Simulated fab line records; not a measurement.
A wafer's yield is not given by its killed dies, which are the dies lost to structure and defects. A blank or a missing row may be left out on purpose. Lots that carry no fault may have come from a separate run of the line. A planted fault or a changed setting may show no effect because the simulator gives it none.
Split-lot experiment -- flow n5_finfet -- on a route of 1938 steps: 7 lots, 21 wafers read

ABOUT THE SPLIT
At N5_BEOL_M8_TRENCH_ETCH_37 (etches SiCOH lowk in C4F6/O2, target depth 93.478 nm, time 31.2 s), the setting bias_w was moved away from the recipe's 185 W on 4 of the 21 wafers read, by +5.1% to +13.7%. The other wafers ran this setting at the recipe's value.

Reading taken at the split's own step.

THE READING
rf_vpp_V, in V, at N5_BEOL_M8_TRENCH_ETCH_37 (etches SiCOH lowk in C4F6/O2, target depth 93.478 nm, time 31.2 s). Typical for fault-free wafers on this fab line: 668 V, with standard deviation 5 V.

wafer,"tool, chamber at the split","bias_w as run, W",against the recipe,"rf_vpp_V, V",against lot-mates on the recipe
L076.1,"rie_diel-03, 3",185,recipe,666,-
L076.5,"rie_diel-03, 0",210.4,+13.7%,738,+69
L076.6,"rie_diel-03, 1",185,recipe,672,-
L080.1,"rie_diel-06, 1",185,recipe,668,-
L080.2,"rie_diel-06, 0",194.4,+5.1%,692,+24
L080.6,"rie_diel-06, 3",194.4,+5.1%,698,+30
L086.3,"rie_diel-05, 3",185,recipe,666,-
L086.4,"rie_diel-05, 2",185,recipe,674,-
L086.5,"rie_diel-05, 2",185,recipe,675,-
L093.1,"rie_diel-05, 3",185,recipe,667,-
L093.4,"rie_diel-05, 1",185,recipe,669,-
L093.5,"rie_diel-05, 2",185,recipe,675,-
L091.1,"rie_diel-05, 3",185,recipe,668,-
L091.3,"rie_diel-05, 0",185,recipe,661,-
L091.5,"rie_diel-05, 2",185,recipe,674,-
L097.2,"rie_diel-06, 0",185,recipe,675,-
L097.5,"rie_diel-06, 2",185,recipe,670,-
L097.6,"rie_diel-06, 1",185,recipe,668,-
L096.1,"rie_diel-06, 2",185,recipe,672,-
L096.5,"rie_diel-06, 0",197.5,+6.8%,711,+42
L096.6,"rie_diel-06, 1",185,recipe,667,-

FIT RESULTS
A straight line over all 21 wafers: rf_vpp_V changes by +5.13 V for each +1% of bias_w; r = +0.98; the points scatter about the line by 4.1 V.
The same after taking each lot's own level away (the mean of its wafers on the recipe; 21 wafers): +5.24 V for each +1%; r = +0.98; scatter 3.9 V.
Per that fit: largest bias_w move, reading shift of 72 V.
The lots' own levels span 667.7 to 671.7 V, that is 0.8 times the standard deviation above.
The two slopes agree, so the slope changes little with the lot-to-lot level.
Check: +78.4 V against its lot-mates is what the line predicts for one of the wafers moved furthest among these (+13.7%) when that wafer is left out of the fit. It came out at +69 V against them.
Tool readings at the split's step, against how far the setting was moved: rf_vpp_V r = +0.98.

ADDITIONAL SPLITS CARRIED BY THESE WAFERS
Other splits were also applied to these wafers ahead of the reading. Each is held against what the fit with the lots' levels taken away leaves over:
other split on the same wafers,wafers away from the commonest value,r with rf_vpp_V (lot level and that fit taken away)
N5_BEOL_M6_EXPOSE_08 dose_mj,7,+0.24
N5_BEOL_M6_ETCH_61 bias_w,4,+0.40
N5_BEOL_M7_EXPOSE_25 dose_mj,5,+0.01

THE FILE'S OWN FIT
rf_vpp_V changes by +5.27 V for each +1% of bias_w, r = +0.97.
